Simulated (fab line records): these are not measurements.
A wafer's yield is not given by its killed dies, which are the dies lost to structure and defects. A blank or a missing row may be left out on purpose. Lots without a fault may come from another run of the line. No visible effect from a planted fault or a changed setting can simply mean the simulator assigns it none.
fab line records	flow n5Finfet
[record] lots = 11	wafers = 33	lastDay = 19
route steps=1938 shown MOL_CONTACT_COAG@577 PASSIVATION@1936
lots untouched by any fault: they come from a run of this same line in which no faults occurred
startH: hours from the record's first day to the start of the lot's first wafer shown	waitH: hours from the lot's prior step to this one	" the same as in the row above	L1.1+2: a row that stands for several wafers	- either no value or no given start	* or withheld: withheld	< > ~ a bound
route shown NAME@n: names a module that has steps shown in the file, with the first one's number in the route	usual: average and standard deviation across the fault-free wafers	same: alike in all rows	chamber/n: place in a boat	sites: each site's reading	_std_site: their standard deviation	_edge_site: inner sites' mean taken away from outer sites' mean	radiusMm: how far each site lies from the wafer's centre	mask NAME#n: copy n	behind: the last tool/chamber to shape the wafer	hold: why the lot was held/for how many hours/how that ended	device: which transistor (n, p or np) failed to switch	end of line: at the end of the route, the tests of the same wafers	a step with no rows: only its recipe	killed: dies that structure and defects cost at the first sort, which is not the same as the wafer's yield	map: a wafer's dies, marking killed ones x, the rest . and places with no die _
set.NAME: setting as actually run; set.NAME@STEP: the setting as run at that earlier step	model.NAME: the simulator's own value behind a step, which no gauge read
the route's steps for a sample of lots (tables are steps, rows are wafers)
services: when a tool's chamber went out of use (startH, in hours from the record's first day, below 0 if earlier), for how many hours, and the reason
[[steps]]
[step N5_MOL_CONTACT_COAG_ETCH_89]
[recipe] chemistry = N2/H2	target = underlayer	targetDepthA = 130	maskMaterial = CAR-EUV	timeS = 10.4	ionEnergyEv = 200	pressureMtorr = 30	sourceW = 840	biasW = 150	n2FlowSccm = 200	h2FlowSccm = 200	ends = cleared
[usual] drypumpMotorCurrentA = 5.51/0.28	etchRfOnTimeS = 10.47/0.3	oesProductAu = 0.66/0.085	rfVppV = 523.6/2.7	showerheadPlenumPTorr = 2.54/0.091	throttleValvePct = 17.80/0.22
lot.wafer	tool	chamber	startH	waitH	drypumpMotorCurrentA	etchRfOnTimeS	oesProductAu	rfHoursCounterH	rfVppV	showerheadPlenumPTorr	throttleValvePct
L678.2	rieDiel-04	2	108.59	0.0	5.40	10.44	0.59	226	522.7	2.51	17.66
L678.3	"	3	"	"	5.22	10.26	0.65	149	524.0	2.56	17.95
L678.5	"	3	"	"	5.21	10.34	0.65	-	524.7	2.56	17.92
L679.3	rieDiel-01	3	113.79	0.0	5.26	10.14	0.81	5	524.4	2.49	17.46
L679.4	"	0	"	"	5.33	10.91	0.61	181	527.6	2.64	17.90
L679.5	"	3	"	"	5.25	10.21	0.82	-	522.1	2.49	17.47
L680.2	rieDiel-04	1	115.74	0.0	5.91	10.31	0.63	187	520.6	2.43	17.77
L680.3	"	0	"	"	5.54	10.75	0.61	196	524.5	2.53	17.93
L680.5	"	3	"	"	5.23	10.35	0.65	-	522.6	2.56	17.94
L684.4	rieDiel-01	2	151.75	0.0	5.78	10.69	0.62	190	519.1	2.42	17.90
L684.5	"	3	"	"	5.25	10.24	0.78	-	522.4	2.48	17.46
L684.6	"	0	"	"	5.35	11.08	0.60	-	526.3	2.63	17.89
L685.1	rieDiel-03	3	153.16	0.0	5.43	10.24	0.74	44	523.8	2.59	17.81
L685.2	"	1	"	"	5.85	10.42	0.58	228	526.0	2.62	18.13
L685.4	"	0	"	"	5.84	10.56	0.83	1	526.0	2.61	17.34
L687.4	rieDiel-01	1	160.68	0.0	5.64	10.37	0.60	211	520.3	2.41	17.77
L687.5	"	0	"	"	5.32	11.00	0.61	-	525.2	2.63	17.93
L687.6	"	1	"	"	5.63	10.47	0.59	-	519.8	2.41	17.76
L688.1	rieDiel-04	3	168.06	0.0	5.22	10.45	0.63	168	522.5	2.55	17.98
L688.2	"	2	"	"	5.40	10.49	0.57	245	522.5	2.50	17.69
L688.6	"	1	"	"	5.90	10.47	0.61	-	520.9	2.42	17.80
L690.2	rieDiel-03	2	177.27	0.0	4.92	9.82	0.81	17	528.8	2.71	17.84
L690.3	"	0	"	"	5.83	10.39	0.79	10	525.5	2.61	17.33
L690.4	"	3	"	"	5.46	10.16	0.73	53	525.1	2.58	17.81
L698.3	rieDiel-01	1	223.41	0.0	5.62	10.45	0.58	238	520.0	2.40	17.80
L698.4	"	1	"	"	5.63	10.44	0.58	-	519.1	2.40	17.79
L698.5	"	0	"	"	5.32	11.09	0.58	-	525.0	2.62	17.96
L699.2	rieDiel-04	0	231.44	0.0	5.54	10.72	0.60	235	520.9	2.52	18.01
L699.3	"	1	"	"	5.92	10.43	0.60	222	518.3	2.41	17.80
L699.5	"	1	"	"	5.95	10.43	0.60	-	519.5	2.41	17.83
L700.2	rieDiel-01	1	235.16	0.0	5.65	10.48	0.58	243	520.6	2.39	17.82
L700.4	"	0	"	"	5.35	11.03	0.58	-	526.8	2.62	17.99
L700.6	"	3	"	"	5.27	10.31	0.73	-	522.0	2.47	17.54
[step N5_MOL_CONTACT_COAG_ALD_131]
[recipe] material = SiO2	targetThkA = 50	tempC = 100	aldPrecursorFamily = BDEAS	aldCoReactant = O2-plasma	pulseTimeS = 1	coReactantPulseTimeS = 1	purgeTimeS = 2	coReactantPurgeTimeS = 2	aldCycles = 35	pressureTorr = 2
[usual] heaterPowerW = 74/4.3	precursorPulseHeightRel = 1.000/0.019
lot.wafer	tool	chamber	startH	waitH	heaterPowerW	precursorPulseHeightRel
L678.2	aldSin-04	3	108.69	0.1	75	0.998
L678.3	"	2	"	"	69	1.033
L678.5	"	3	"	"	75	0.989
L679.3	aldSin-04	0	113.89	0.1	67	0.991
L679.4	"	3	"	"	73	0.974
L679.5	"	3	"	"	76	1.024
L680.2	aldSin-04	2	115.84	0.1	71	0.999
L680.3	"	1	"	"	74	0.962
L680.5	"	1	"	"	74	1.015
L684.4	aldSin-01	0	151.85	0.1	80	0.965
L684.5	"	2	"	"	77	0.987
L684.6	"	3	"	"	74	0.991
L685.1	aldSin-04	0	153.70	0.5	68	1.003
L685.2	"	2	"	"	71	0.961
L685.4	"	3	"	"	74	0.994
L687.4	aldSin-03	2	160.78	0.1	83	1.019
L687.5	"	2	"	"	83	1.020
L687.6	"	1	"	"	74	0.971
L688.1	aldSin-01	0	168.16	0.1	80	0.952
L688.2	"	2	"	"	77	1.012
L688.6	"	2	"	"	77	0.993
L690.2	aldSin-03	0	177.37	0.1	71	1.012
L690.3	"	2	"	"	79	0.981
L690.4	"	1	"	"	76	0.999
L698.3	aldSin-01	2	223.51	0.1	77	0.996
L698.4	"	1	"	"	72	0.975
L698.5	"	0	"	"	83	1.005
L699.2	aldSin-04	3	231.66	0.2	75	1.000
L699.3	"	1	"	"	72	0.990
L699.5	"	3	"	"	77	0.989
L700.2	aldSin-01	1	235.26	0.1	69	0.974
L700.4	"	3	"	"	70	0.992
L700.6	"	1	"	"	73	1.014
[step N5_MOL_CONTACT_COAG_EXPOSE_37]
[recipe] maskId = VD	na = 0.33	sourceShape = annular	sigmaInner = 0.3	sigmaOuter = 0.7	polarization = unpolarized	defocusNm = 0	doseMj = 62
[usual] exposureDoseMJCm2 = 62.10/0.26
[same] na = 0.33
lot.wafer	tool	chamber	startH	waitH	mask	exposureDoseMJCm2
L678.2	euvScanner-02	0	109.57	-	VD#0	61.98
L678.3	"	0	"	"	VD#0	61.90
L678.5	"	0	"	"	VD#0	62.03
L679.3	euvScanner-02	0	114.75	-	VD#0	61.99
L679.4	"	0	"	"	VD#0	61.87
L679.5	"	0	"	"	VD#0	61.93
L680.2	euvScanner-02	0	116.69	-	VD#0	61.84
L680.3	"	0	"	"	VD#0	61.89
L680.5	"	0	"	"	VD#0	61.94
L684.4	euvScanner-01	0	152.87	-	VD#0	62.39
L684.5	"	0	"	"	VD#0	62.41
L684.6	"	0	"	"	VD#0	62.42
L685.1	euvScanner-02	0	154.67	-	VD#0	61.88
L685.2	"	0	"	"	VD#0	61.81
L685.4	"	0	"	"	VD#0	61.85
L687.4	euvScanner-01	0	161.66	-	VD#0	62.47
L687.5	"	0	"	"	VD#0	62.47
L687.6	"	0	"	"	VD#0	62.49
L688.1	euvScanner-01	0	169.07	-	VD#0	62.46
L688.2	"	0	"	"	VD#0	62.42
L688.6	"	0	"	"	VD#0	62.41
L690.2	euvScanner-01	0	178.23	-	VD#0	65.23
L690.3	"	0	"	"	VD#0	65.22
L690.4	"	0	"	"	VD#0	65.32
L698.3	euvScanner-01	0	224.50	-	VD#0	64.61
L698.4	"	0	"	"	VD#0	64.59
L698.5	"	0	"	"	VD#0	64.68
L699.2	euvScanner-02	0	232.68	-	VD#0	61.97
L699.3	"	0	"	"	VD#0	61.98
L699.5	"	0	"	"	VD#0	61.92
L700.2	euvScanner-02	0	236.31	-	VD#0	61.88
L700.4	"	0	"	"	VD#0	61.97
L700.6	"	0	"	"	VD#0	61.93
[step N5_MOL_CONTACT_COAG_ALD_133]
[recipe] material = SiO2	targetThkA = 50	tempC = 100	aldPrecursorFamily = BDEAS	aldCoReactant = O2-plasma	pulseTimeS = 1	coReactantPulseTimeS = 1	purgeTimeS = 2	coReactantPurgeTimeS = 2	aldCycles = 35	pressureTorr = 2
[usual] heaterPowerW = 75/4.3	precursorPulseHeightRel = 1.000/0.022
lot.wafer	tool	chamber	startH	waitH	heaterPowerW	precursorPulseHeightRel
L678.2	aldSin-01	1	109.96	0.1	68	0.995
L678.3	"	3	"	"	71	1.009
L678.5	"	1	"	"	68	1.003
L679.3	aldSin-04	0	115.32	0.2	69	1.006
L679.4	"	2	"	"	69	0.972
L679.5	"	3	"	"	77	0.985
L680.2	aldSin-03	1	117.08	0.1	74	1.044
L680.3	"	2	"	"	80	0.999
L680.5	"	0	"	"	72	0.984
L684.4	aldSin-03	1	153.88	0.4	76	1.040
L684.5	"	0	"	"	72	0.974
L684.6	"	3	"	"	76	0.979
L685.1	aldSin-01	2	155.09	0.1	78	0.989
L685.2	"	0	"	"	79	1.023
L685.4	"	1	"	"	67	0.956
L687.4	aldSin-04	2	162.03	0.1	68	0.972
L687.5	"	0	"	"	68	1.007
L687.6	"	3	"	"	74	1.025
L688.1	aldSin-04	2	169.52	0.1	74	0.998
L688.2	"	0	"	"	69	0.987
L688.6	"	3	"	"	75	1.026
L690.2	aldSin-03	2	178.62	0.1	83	1.007
L690.3	"	0	"	"	73	1.008
L690.4	"	3	"	"	77	0.999
L698.3	aldSin-01	1	224.89	0.1	73	0.984
L698.4	"	3	"	"	70	0.977
L698.5	"	3	"	"	69	1.007
L699.2	aldSin-03	0	233.07	0.1	72	1.000
L699.3	"	2	"	"	82	1.014
L699.5	"	0	"	"	70	0.965
L700.2	aldSin-04	2	236.70	0.1	69	0.987
L700.4	"	0	"	"	70	0.980
L700.6	"	0	"	"	69	0.996
[step N5_PASSIVATION_PROBE_49]
[usual] killed_at_M0_to_M3 = 33/11	killed_at_M4_up = 15/6.2	killedAtContacts = 13/6.5	killedAtFrontEnd = 38/11	killedAtOther = 3.4/2.6	killedDies = 102/17	killedOpen = 67/12	killedShort = 34/7.9
[same] grossDies = 1180	killedAtBackSide = 0
lot.wafer	tool	chamber	startH	waitH	killed_at_M0_to_M3	killed_at_M4_up	killedAtContacts	killedAtFrontEnd	killedAtOther	killedDies	killedOpen	killedShort
L680.2	prober-02	-	295.00	0.1	49	14	20	45	3	131	90	41
L680.3	prober-02	-	295.05	0.1	43	23	15	43	5	129	85	43
L680.5	prober-02	-	295.15	0.2	44	21	20	29	2	116	75	39
L678.2	prober-02	-	297.64	0.1	34	4	10	43	1	92	65	27
L678.3	prober-02	-	297.69	0.1	34	3	12	37	3	89	48	36
L678.5	prober-02	-	297.79	0.2	46	14	21	29	2	112	73	39
L679.3	prober-02	-	315.83	0.1	21	14	18	32	5	90	57	31
L679.4	prober-02	-	315.88	0.2	54	11	9	31	6	111	71	36
L679.5	prober-02	-	315.93	0.2	37	15	7	28	5	92	62	28
L684.4	prober-01	-	339.08	0.5	25	14	22	28	1	90	59	27
L684.5	prober-01	-	339.13	0.6	43	7	8	34	3	95	58	36
L684.6	prober-01	-	339.18	0.6	43	4	17	45	2	111	71	40
L685.1	prober-02	-	340.37	0.0	34	26	12	44	9	125	85	40
L685.2	prober-02	-	340.42	0.1	39	18	14	39	5	115	82	30
L685.4	prober-02	-	340.52	0.2	37	8	14	49	9	117	63	51
L688.1	prober-02	-	346.66	0.0	48	15	13	22	1	99	66	33
L688.2	prober-02	-	346.71	0.1	40	23	7	32	2	104	65	39
L688.6	prober-02	-	346.91	0.3	25	29	16	43	1	114	82	32
L687.4	prober-02	-	351.51	0.2	33	10	3	34	1	81	48	32
L687.5	prober-02	-	351.56	0.2	29	18	3	32	2	84	56	28
L687.6	prober-02	-	351.61	0.3	37	16	8	41	4	106	62	43
L690.2	prober-02	-	388.89	0.1	25	9	5	29	4	72	40	28
L690.3	prober-02	-	388.94	0.1	30	18	18	25	3	94	64	29
L690.4	prober-02	-	388.99	0.2	31	6	17	36	1	91	63	28
L700.2	prober-01	-	449.98	0.1	34	16	8	43	6	107	74	33
L700.4	prober-01	-	450.08	0.2	42	14	18	29	3	106	72	34
L700.6	prober-01	-	450.18	0.3	32	25	5	39	9	110	67	43
L699.2	prober-01	-	455.34	0.1	29	24	9	51	3	116	87	27
L699.3	prober-01	-	455.39	0.1	18	31	15	39	6	109	71	36
L699.5	prober-01	-	455.49	0.2	34	20	13	35	1	103	71	31
L698.3	prober-02	-	455.84	0.1	27	9	6	22	2	66	41	25
L698.4	prober-02	-	455.89	0.2	26	14	4	31	1	76	52	24
L698.5	prober-02	-	455.94	0.2	24	22	6	22	0	74	43	31
// killed by level:class
L680.2 MOL_CONTACT_COAG:geometricParticle:open=14 STI_FIN_REVEAL:geometricParticle:open=13 BEOL_M0_SAQP:geometricParticle:open=11 BEOL_M0_SAQP:geometricParticle:short=11 BEOL_M1:geometricParticle:open=9 BEOL_M2:geometricParticle:open=9 BEOL_M0:geometricParticle:open=6 BEOL_M4:geometricParticle:open=6
L680.3 FIN_SAQP:geometricParticle:short=11 MOL_CONTACT_COAG:geometricParticle:open=11 FIN_SAQP:geometricParticle:open=10 BEOL_M0_SAQP:geometricParticle:open=10 BEOL_M4:geometricParticle:open=9 BEOL_M0_SAQP:geometricParticle:short=9 BEOL_M1:geometricParticle:open=8 STI_FIN_REVEAL:geometricParticle:open=6
L680.5 MOL_CONTACT_COAG:geometricParticle:open=15 BEOL_M0_SAQP:geometricParticle:open=15 BEOL_M0_SAQP:geometricParticle:short=14 BEOL_M4:geometricParticle:open=8 FIN_SAQP:geometricParticle:short=7 BEOL_M3:geometricParticle:open=6 MOL_CONTACT_COAG:geometricParticle:short=5 DUMMY_GATE:geometricParticle:open=4
L678.2 BEOL_M0_SAQP:geometricParticle:open=12 STI_FIN_REVEAL:geometricParticle:open=10 DUMMY_GATE:geometricParticle:open=8 BEOL_M0_SAQP:geometricParticle:short=8 MOL_CONTACT_COAG:geometricParticle:open=7 BEOL_M2:geometricParticle:open=7 GATE_CUT:geometricParticle:short=6 GATE_CUT:geometricParticle:open=6
L678.3 BEOL_M0_SAQP:geometricParticle:short=13 STI_FIN_REVEAL:geometricParticle:open=10 MOL_CONTACT_COAG:geometricParticle:open=9 BEOL_M0_SAQP:geometricParticle:open=8 GATE_CUT:geometricParticle:short=6 GATE_CUT:geometricParticle:open=4 BEOL_M3:geometricParticle:open=4 HKMG_FIN:areaEtch=4
L678.5 MOL_CONTACT_COAG:geometricParticle:open=18 BEOL_M2:geometricParticle:open=11 BEOL_M0_SAQP:geometricParticle:open=9 BEOL_M0_SAQP:geometricParticle:short=8 BEOL_M4:geometricParticle:open=7 FIN_SAQP:geometricParticle:short=6 DUMMY_GATE:geometricParticle:open=5 STI_FIN_REVEAL:geometricParticle:open=4
L679.3 MOL_CONTACT_COAG:geometricParticle:open=14 FIN_SAQP:geometricParticle:open=7 BEOL_M2:geometricParticle:open=6 FIN_SAQP:geometricParticle:short=5 BEOL_M0_SAQP:geometricParticle:short=5 STI_FIN_REVEAL:geometricParticle:short=4 BEOL_M4:geometricParticle:open=4 BEOL_M5:geometricParticle:open=4
L679.4 BEOL_M0_SAQP:geometricParticle:open=15 BEOL_M0_SAQP:geometricParticle:short=13 BEOL_M3:geometricParticle:open=13 MOL_CONTACT_COAG:geometricParticle:open=7 GATE_CUT:geometricParticle:short=6 BEOL_M1:geometricParticle:open=6 FIN_SAQP:geometricParticle:open=5 GATE_CUT:geometricParticle:open=5
L679.5 GATE_CUT:geometricParticle:open=9 BEOL_M0_SAQP:geometricParticle:open=9 BEOL_M0_SAQP:geometricParticle:short=9 BEOL_M2:geometricParticle:open=7 BEOL_M3:geometricParticle:open=6 BEOL_M1:geometricParticle:open=5 BEOL_M4:geometricParticle:open=5 BEOL_M5:geometricParticle:open=5
L684.4 MOL_CONTACT_COAG:geometricParticle:open=19 FIN_SAQP:geometricParticle:open=8 FIN_SAQP:geometricParticle:short=5 BEOL_M2:geometricParticle:open=5 BEOL_M0_SAQP:geometricParticle:short=4 DUMMY_GATE:geometricParticle:open=3 MOL_CONTACT_COAG:geometricParticle:short=3 BEOL_M0_SAQP:geometricParticle:open=3
L684.5 BEOL_M1:geometricParticle:open=12 BEOL_M2:geometricParticle:open=9 BEOL_M0_SAQP:geometricParticle:open=8 FIN_SAQP:geometricParticle:open=6 GATE_CUT:geometricParticle:short=6 MOL_CONTACT_COAG:geometricParticle:open=6 BEOL_M0_SAQP:geometricParticle:short=6 FIN_SAQP:geometricParticle:short=5
L684.6 FIN_SAQP:geometricParticle:open=14 FIN_SAQP:geometricParticle:short=14 MOL_CONTACT_COAG:geometricParticle:open=14 BEOL_M0_SAQP:geometricParticle:short=12 BEOL_M2:geometricParticle:open=12 BEOL_M0_SAQP:geometricParticle:open=8 STI_FIN_REVEAL:geometricParticle:open=6 BEOL_M1:geometricParticle:open=5
L685.1 BEOL_M4:geometricParticle:open=15 STI_FIN_REVEAL:geometricParticle:open=11 MOL_CONTACT_COAG:geometricParticle:open=10 FIN_SAQP:geometricParticle:open=9 GATE_CUT:geometricParticle:short=7 BEOL_M0_SAQP:geometricParticle:open=6 BEOL_M0_SAQP:geometricParticle:short=6 BEOL_M0:geometricParticle:open=6
L685.2 MOL_CONTACT_COAG:geometricParticle:open=12 BEOL_M2:geometricParticle:open=12 FIN_SAQP:geometricParticle:open=11 BEOL_M3:geometricParticle:open=11 FIN_SAQP:geometricParticle:short=10 BEOL_M4:geometricParticle:open=8 BEOL_M0_SAQP:geometricParticle:short=6 BEOL_M0_SAQP:geometricParticle:open=6
L685.4 FIN_SAQP:geometricParticle:short=17 FIN_SAQP:geometricParticle:open=13 BEOL_M0_SAQP:geometricParticle:short=9 MOL_CONTACT_COAG:geometricParticle:open=8 BEOL_M3:geometricParticle:open=8 MOL_CONTACT_COAG:geometricParticle:short=6 BEOL_M0_SAQP:geometricParticle:open=6 BEOL_M5:geometricParticle:open=6
L688.1 BEOL_M3:geometricParticle:open=12 MOL_CONTACT_COAG:geometricParticle:open=11 BEOL_M1:geometricParticle:open=8 FIN_SAQP:geometricParticle:short=7 BEOL_M1:geometricParticle:short=6 BEOL_M4:geometricParticle:open=6 BEOL_M3:geometricParticle:short=5 FIN_SAQP:geometricParticle:open=4
L688.2 FIN_SAQP:geometricParticle:short=13 BEOL_M4:geometricParticle:open=11 BEOL_M0_SAQP:geometricParticle:open=7 BEOL_M3:geometricParticle:open=7 STI_FIN_REVEAL:geometricParticle:open=6 MOL_CONTACT_COAG:geometricParticle:open=6 BEOL_M0_SAQP:geometricParticle:short=5 BEOL_M2:geometricParticle:open=5
L688.6 BEOL_M4:geometricParticle:open=19 MOL_CONTACT_COAG:geometricParticle:open=15 BEOL_M1:geometricParticle:open=9 FIN_SAQP:geometricParticle:short=8 FIN_SAQP:geometricParticle:open=7 DUMMY_GATE:geometricParticle:open=7 GATE_CUT:geometricParticle:short=6 BEOL_M0_SAQP:geometricParticle:open=5
L687.4 BEOL_M0_SAQP:geometricParticle:open=11 BEOL_M0_SAQP:geometricParticle:short=9 DUMMY_GATE:geometricParticle:open=6 GATE_CUT:geometricParticle:short=5 BEOL_M4:geometricParticle:open=5 FIN_SAQP:geometricParticle:open=4 BEOL_M3:geometricParticle:open=4 FIN_SAQP:geometricParticle:short=3
L687.5 BEOL_M0_SAQP:geometricParticle:open=14 FIN_SAQP:geometricParticle:open=11 FIN_SAQP:geometricParticle:short=8 BEOL_M4:geometricParticle:open=7 BEOL_M0_SAQP:geometricParticle:short=6 BEOL_M5:geometricParticle:open=6 BEOL_M1:geometricParticle:open=3 BEOL_M4:geometricParticle:short=3
L687.6 BEOL_M0_SAQP:geometricParticle:short=11 ILD0:geometricParticle:short=10 BEOL_M4:geometricParticle:open=10 BEOL_M0_SAQP:geometricParticle:open=9 FIN_SAQP:geometricParticle:open=7 MOL_CONTACT_COAG:geometricParticle:open=7 ILD0:geometricParticle:open=4 GATE_CUT:geometricParticle:short=4
L690.2 FIN_SAQP:geometricParticle:short=10 FIN_SAQP:geometricParticle:open=8 BEOL_M0:geometricParticle:short=7 DUMMY_GATE:geometricParticle:open=4 BEOL_M0:geometricParticle:open=4 MOL_CONTACT_COAG:geometricParticle:open=3 BEOL_M3:geometricParticle:open=3 BEOL_M0_SAQP:geometricParticle:open=3
L690.3 MOL_CONTACT_COAG:geometricParticle:open=16 BEOL_M2:geometricParticle:open=9 BEOL_M0_SAQP:geometricParticle:open=8 DUMMY_GATE:geometricParticle:open=7 BEOL_M4:geometricParticle:open=7 BEOL_M0_SAQP:geometricParticle:short=5 FIN_SAQP:geometricParticle:short=4 FIN_SAQP:geometricParticle:open=3
L690.4 MOL_CONTACT_COAG:geometricParticle:open=15 FIN_SAQP:geometricParticle:open=14 BEOL_M2:geometricParticle:open=10 FIN_SAQP:geometricParticle:short=8 BEOL_M1:geometricParticle:open=6 STARTING-WAFER:geometricParticle:short=5 BEOL_M0_SAQP:geometricParticle:short=4 BEOL_M3:geometricParticle:open=4
L700.2 FIN_SAQP:geometricParticle:short=11 BEOL_M2:geometricParticle:open=11 FIN_SAQP:geometricParticle:open=9 MOL_CONTACT_COAG:geometricParticle:open=7 BEOL_M4:geometricParticle:open=7 STI_FIN_REVEAL:geometricParticle:open=5 BEOL_M3:geometricParticle:open=5 BEOL_M1:geometricParticle:open=5
L700.4 MOL_CONTACT_COAG:geometricParticle:open=14 BEOL_M3:geometricParticle:open=13 DUMMY_GATE:geometricParticle:open=9 BEOL_M2:geometricParticle:open=7 BEOL_M1:geometricParticle:open=5 FIN_SAQP:geometricParticle:short=4 GATE_CUT:geometricParticle:short=4 MOL_CONTACT_COAG:geometricParticle:short=4
L700.6 DUMMY_GATE:geometricParticle:open=9 FIN_SAQP:geometricParticle:short=8 BEOL_M4:geometricParticle:open=8 BEOL_M2:geometricParticle:open=8 FIN_SAQP:geometricParticle:open=7 BEOL_M2:geometricParticle:short=6 GATE_CUT:geometricParticle:short=5 MOL_CONTACT_COAG:geometricParticle:open=5
L699.2 BEOL_M4:geometricParticle:open=18 FIN_SAQP:geometricParticle:open=13 BEOL_M2:geometricParticle:open=10 BEOL_M3:geometricParticle:open=9 MOL_CONTACT_COAG:geometricParticle:open=8 FIN_SAQP:geometricParticle:short=4 DUMMY_GATE:geometricParticle:open=4 ILD0:geometricParticle:open=4
L699.3 BEOL_M4:geometricParticle:open=18 MOL_CONTACT_COAG:geometricParticle:open=11 FIN_SAQP:geometricParticle:short=9 BEOL_M2:geometricParticle:open=6 STARTING-WAFER:geometricParticle:open=6 FIN_SAQP:geometricParticle:open=5 STI_FIN_REVEAL:geometricParticle:open=4 DUMMY_GATE:geometricParticle:open=4
L699.5 BEOL_M4:geometricParticle:open=14 STI_FIN_REVEAL:geometricParticle:open=9 BEOL_M2:geometricParticle:open=9 BEOL_M3:geometricParticle:open=9 MOL_CONTACT_COAG:geometricParticle:open=8 FIN_SAQP:geometricParticle:open=5 MOL_CONTACT_COAG:geometricParticle:short=5 BEOL_M0_SAQP:geometricParticle:short=4
L698.3 BEOL_M2:geometricParticle:open=7 GATE_CUT:geometricParticle:short=6 BEOL_M3:geometricParticle:open=6 BEOL_M1:geometricParticle:open=5 MOL_CONTACT_COAG:geometricParticle:open=4 FIN_SAQP:geometricParticle:open=3 BEOL_M0_SAQP:geometricParticle:short=3 BEOL_M4:geometricParticle:open=3
L698.4 BEOL_M1:geometricParticle:open=10 FIN_SAQP:geometricParticle:open=6 DUMMY_GATE:geometricParticle:open=6 STARTING-WAFER:geometricParticle:short=6 BEOL_M4:geometricParticle:open=4 BEOL_M3:geometricParticle:open=4 STARTING-WAFER:geometricParticle:open=4 DUMMY_GATE:geometricParticle:short=3
L698.5 BEOL_M4:geometricParticle:open=10 FIN_SAQP:geometricParticle:short=8 BEOL_M0_SAQP:geometricParticle:short=5 BEOL_M0_SAQP:geometricParticle:open=4 BEOL_M1:geometricParticle:open=4 BEOL_M3:geometricParticle:open=4 BEOL_M7:geometricParticle:open=4 GATE_CUT:geometricParticle:short=3
[[services]]
tool	chamber	startH	hours	kind
aldSin-03	-	96.05	0.8	pm
rieDiel-01	1	97.91	3.7	repair
euvScanner-01	-	108.63	1.0	pm
euvScanner-01	-	110.79	8.0	pm
aldSin-01	-	121.04	14.6	pm
rieDiel-01	0	130.07	9.3	repair
rieDiel-01	-	130.59	0.9	repair
euvScanner-02	-	140.67	1.0	pm
rieDiel-03	-	149.57	2.8	pm
euvScanner-01	-	164.78	1.0	pm
rieDiel-04	0	165.31	3.0	repair
euvScanner-02	-	168.16	4.6	pm
aldSin-01	-	177.59	14.0	pm
aldSin-01	0	177.59	14.0	ventCycle
aldSin-01	1	177.59	14.0	ventCycle
aldSin-01	2	177.59	14.0	ventCycle
aldSin-01	3	177.59	14.0	ventCycle
aldSin-01	0	191.59	-	clean
euvScanner-02	-	196.82	1.0	pm
aldSin-03	-	197.62	0.7	repair
euvScanner-01	-	220.93	1.0	pm
rieDiel-04	1	232.60	8.5	repair
euvScanner-01	-	233.55	4.6	pm
rieDiel-01	3	236.72	4.0	repair
[[key]]
[firstSign] step = N5_MOL_CONTACT_COAG_EXPOSE_37	reading = exposureDoseMJCm2	direction = up	sigmas = 11	usual = 62.10	struck = 64.94
effect none on later readings
metAt N5_MOL_CONTACT_COAG_EXPOSE_37
struckLots L690,L698
testerLeftOut L690,L698
[loopTrim] step = N5_MOL_CONTACT_COAG_EXPOSE_37	setting = dose	lots = L698
notActingAt N5_MOL_CONTACT_COAG_ETCH_89,N5_MOL_CONTACT_COAG_ALD_131,N5_MOL_CONTACT_COAG_ALD_133
onsetBetween 169.07 178.23
[fault] kind = processParameterDrift	tool = euvScanner-01	chamber = -	onsetH = 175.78	steps = N5_MOL_CONTACT_COAG_EXPOSE_37	channel = doseMj	offset = 2.691	shape = step	actsIn = theseRecipesOnly	stated = 62
// testerLeftOut: of these lots the tester's yield and bins aren't shown, on N5 and GAA mostly nor the transistor test; their killed dies are dies lost to structure and defects alone, not to doping, threshold or leakage, so they don't give the yield
// loopTrim: a control loop set the setting to another value than it would have without faults
